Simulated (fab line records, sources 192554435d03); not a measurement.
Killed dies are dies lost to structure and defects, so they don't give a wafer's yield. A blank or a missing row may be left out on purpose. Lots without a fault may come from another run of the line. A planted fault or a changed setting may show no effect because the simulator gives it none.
Chamber matching | flow n5_finfet | N5_BEOL_M10_DEP_56 on pecvd-03: 3 sister chambers
The step deposits SiCN from 3MS/NH3, target thk 15 nm, time 26.5 s. 18 wafers are shown with their chamber, then 9 later ones without.

WAFERS WITH THEIR CHAMBER
wafer  | chamber | showerhead_vpp_V (V) | throttle_valve_pct (%) | showerhead_plenum_p_Torr (Torr)
L075.3 | 0       | 845                  | 9.1                    | 3.675
L075.4 | 2       | 883                  | 8.9                    | 3.665
L075.6 | 0       | 826                  | 9.3                    | 3.688
L087.1 | 1       | 840                  | 9.6                    | 3.669
L087.4 | 0       | 841                  | 9.1                    | 3.666
L087.5 | 2       | 884                  | 8.7                    | 3.668
L088.1 | 2       | 899                  | 8.8                    | 3.673
L088.3 | 0       | 828                  | 9.4                    | 3.669
L088.6 | 0       | 851                  | 9.1                    | 3.679
L091.2 | 2       | 882                  | 9.0                    | 3.668
L091.3 | 0       | 816                  | 9.4                    | 3.663
L091.5 | 1       | 857                  | 9.3                    | 3.668
L090.4 | 2       | 912                  | 8.9                    | 3.679
L090.5 | 1       | 835                  | 9.6                    | 3.665
L090.6 | 0       | 848                  | 9.2                    | 3.675
L092.2 | 0       | 843                  | 9.2                    | 3.675
L092.4 | 0       | 844                  | 9.4                    | 3.678
L092.5 | 2       | 903                  | 8.7                    | 3.688

SIGNATURES (means of the wafers above)
reading                  | chamber 0 | chamber 1 | chamber 2 | scatter within a chamber
showerhead_vpp_V         | 838.00    | 844.00    | 893.83    | 12
throttle_valve_pct       | 9.244     | 9.500     | 8.833     | 0.136
showerhead_plenum_p_Torr | 3.67422   | 3.66733   | 3.67350   | 0.00745
Rule: a wafer's distance from a chamber is the root of the sum, over the readings, of the square of ((its reading less the chamber's mean) divided by the reading's scatter). The wafer belongs to the nearest chamber; if the next one is less than 2 further off, it can't be placed. The scatter: the root of (the sum of the squares of (reading less its chamber's mean) over the shown wafers, divided by (wafers less chambers)).

WAFERS WITHOUT THEIR CHAMBER
wafer  | showerhead_vpp_V (V) | throttle_valve_pct (%) | showerhead_plenum_p_Torr (Torr)
L094.2 | 900                  | 8.9                    | 3.671
L094.4 | 843                  | 9.4                    | 3.678
L094.6 | 898                  | 8.7                    | 3.667
L096.2 | 837                  | 9.6                    | 3.658
L096.4 | 838                  | 9.0                    | 3.678
L096.6 | 903                  | 9.0                    | 3.666
L097.2 | 819                  | 9.7                    | 3.667
L097.3 | 896                  | 8.8                    | 3.675
L097.4 | 835                  | 9.8                    | 3.668

WHICH CHAMBER EACH WENT THROUGH
wafer  | from the rows above     | in truth
L094.2 | 2                       | 2
L094.4 | can't be placed: 0 or 1 | 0
L094.6 | 2                       | 2
L096.2 | can't be placed: 1 or 0 | 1
L096.4 | 0                       | 0
L096.6 | 2                       | 2
L097.2 | can't be placed: 1 or 0 | 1
L097.3 | 2                       | 2
L097.4 | can't be placed: 1 or 0 | 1
Placed correctly: 5 of 9. Can't be placed from these rows: 4 (the true chamber is among the candidates in 4). Placed wrongly: 0.
